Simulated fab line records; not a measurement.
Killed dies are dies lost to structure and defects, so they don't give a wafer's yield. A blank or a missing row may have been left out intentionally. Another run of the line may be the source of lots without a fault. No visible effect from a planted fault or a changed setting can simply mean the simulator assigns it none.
Chamber matching | flow nandHarc | NHARC_A_CHANNEL_FILL_D1_ALD_14 on aldHk-04: 4 sister chambers
The step deposits SiO2, target thk 2.5 nm, pulse time 10 s, ald cycles 25. 8 wafers are shown with their chamber, then 10 later ones without.

## WAFERS PAIRED WITH THEIR CHAMBERS
wafer  | chamber | heaterPowerW (W) | precursorPulseHeightRel
L077.5 | 3       | 448              | 1.037
L084.1 | 3       | 451              | 1.026
L086.1 | 2       | 422              | 0.990
L091.2 | 1       | 496              | 1.023
L091.3 | 0       | 441              | 0.968
L091.5 | 1       | 499              | 1.013
L092.3 | 2       | 417              | 0.985
L092.5 | 0       | 442              | 0.985

## WAFERS MISSING THEIR CHAMBER
wafer  | heaterPowerW (W) | precursorPulseHeightRel
L092.6 | 499              | 0.968
L097.1 | 488              | 0.992
L097.5 | 439              | 0.999
L097.6 | 499              | 1.018
L095.1 | 480              | 1.005
L095.3 | 448              | 1.007
L095.5 | 421              | 0.988
L096.3 | 498              | 1.017
L096.5 | 426              | 1.009
L096.6 | 449              | 1.015

## EACH ONE'S CHAMBER
wafer  | from the rows above     | in truth
L092.6 | 1                       | 1
L097.1 | 1                       | 1
L097.5 | 0                       | 0
L097.6 | 1                       | 1
L095.1 | 1                       | 1
L095.3 | can't be placed: 3 or 0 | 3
L095.5 | 2                       | 2
L096.3 | 1                       | 1
L096.5 | 2                       | 2
L096.6 | 3                       | 3
Correct placement for 9 of the 10. From these rows, 1 cannot be placed; in 1 the true chamber is one of the candidates. 0 placed wrongly.
How it was worked out, from the rows above alone: a wafer's distance from a chamber is the root of the sum, over the readings, of the square of ((its reading less the chamber's mean) divided by the reading's scatter). If the next closest chamber is less than 2 further off than the closest, the wafer can't be placed; otherwise it belongs to the closest. A chamber's mean is the mean of its shown wafers. How the scatter is found: for the shown wafers, subtract from each reading the mean of its chamber, square and add these, divide the total by (wafers less chambers), then take the root.
